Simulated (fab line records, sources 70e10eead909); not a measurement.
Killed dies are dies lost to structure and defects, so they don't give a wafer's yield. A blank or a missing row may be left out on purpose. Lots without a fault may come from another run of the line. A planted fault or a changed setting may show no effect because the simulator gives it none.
Which tool did it? | flow nand_harc | 6 lots, 18 wafers sampled, at 1 step of a route of 1302

WHAT THE GAUGES READ, wafer by wafer
NHARC_A_CONTACT_CD_MEAS_08: target cd 200 nm.
lot  | measured     | on        | cd_nm (nm)
L302 | day 23 03:24 | cd_sem-02 | 198.8 200.0 199.9
L305 | day 23 11:26 | cd_sem-02 | 199.8 200.3 200.3
L308 | day 25 04:35 | cd_sem-02 | 200.4 200.2 200.2
L312 | day 27 00:25 | cd_sem-01 | 200.2 200.0 199.9
L317 | day 28 21:52 | cd_sem-01 | 200.1 200.9 200.7
L324 | day 31 15:44 | cd_sem-03 | 200.3 199.9 200.2

WHICH TOOL RAN EACH LOT (tool, then ch and the chambers of the sampled wafers, then the start)
The record holds no process step before these readings.

THE ANSWER, worked out from the rows above alone
Rule: what is usual is taken from the lots themselves. Put in order of their means at a reading, lots are off if they are a third of the lots or fewer, leave a main group of 4 or more, and stand apart from it by a gap of 3 or more times the standard deviation of the main group's means; of several such gaps the widest counts. A main group whose means are all the same, to the digits that the tables above print for the reading, isn't used. A lot without any number at a reading at which 4 lots or more have one is off too. The other lots that the step has rows for count as sound.
No lot is off at any reading shown: from this, nothing can be told.

WHAT THE SIMULATOR HAD PUT IN
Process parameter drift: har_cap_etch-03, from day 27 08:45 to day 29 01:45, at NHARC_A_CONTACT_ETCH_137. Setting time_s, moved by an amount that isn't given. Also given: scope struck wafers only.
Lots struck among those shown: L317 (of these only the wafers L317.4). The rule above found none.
